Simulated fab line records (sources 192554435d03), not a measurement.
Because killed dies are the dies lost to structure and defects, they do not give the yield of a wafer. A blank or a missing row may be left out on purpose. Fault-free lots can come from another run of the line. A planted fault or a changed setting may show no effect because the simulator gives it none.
Chamber matching + flow n5 finfet + N5_PMOS_HMC_CHANNEL_EPI_STRIP_33 on rie diel-02: 4 sister chambers
The step strips in N2/H2. 8 wafers are shown with their chamber, then 7 later ones without.

WAFERS, EACH WITH ITS CHAMBER
| wafer  | chamber | showerhead plenum p Torr (Torr) | throttle valve pct (%) |
|--------|---------|---------------------------------|------------------------|
| L081.3 | 0       | 3.38                            | 19.18                  |
| L084.4 | 2       | 3.30                            | 18.56                  |
| L086.3 | 1       | 3.12                            | 18.35                  |
| L087.1 | 3       | 3.46                            | 19.09                  |
| L087.3 | 0       | 3.38                            | 19.23                  |
| L087.6 | 2       | 3.30                            | 18.59                  |
| L090.1 | 3       | 3.46                            | 19.06                  |
| L090.3 | 1       | 3.11                            | 18.38                  |

WAFERS WITHOUT THEIR CHAMBER
| wafer  | showerhead plenum p Torr (Torr) | throttle valve pct (%) |
|--------|---------------------------------|------------------------|
| L090.4 | 3.30                            | 18.61                  |
| L091.2 | 3.30                            | 18.59                  |
| L091.5 | 3.30                            | 18.59                  |
| L091.6 | 3.11                            | 18.36                  |
| L093.1 | 3.29                            | 18.61                  |
| L093.3 | 3.45                            | 19.06                  |
| L093.4 | 3.45                            | 19.07                  |

CHAMBER TAKEN BY EACH
| wafer  | from the rows above | in truth |
|--------|---------------------|----------|
| L090.4 | 2                   | 2        |
| L091.2 | 2                   | 2        |
| L091.5 | 2                   | 2        |
| L091.6 | 1                   | 1        |
| L093.1 | 2                   | 2        |
| L093.3 | 3                   | 3        |
| L093.4 | 3                   | 3        |
Correct placement for 7 of the 7. Can't be placed from these rows: 0. Wrongly placed: 0.
How it was worked out, from the rows above alone: a wafer's distance from a chamber is the root of the sum, over the readings, of the square of ((its reading less the chamber's mean) divided by the reading's scatter). The wafer belongs to the nearest chamber; if the next one is less than 2 further off, it can't be placed. A chamber's mean is the mean of its shown wafers. The scatter is the square root of a quotient: the sum, over the shown wafers, of each reading's squared deviation from its chamber's mean, divided by wafers minus chambers.
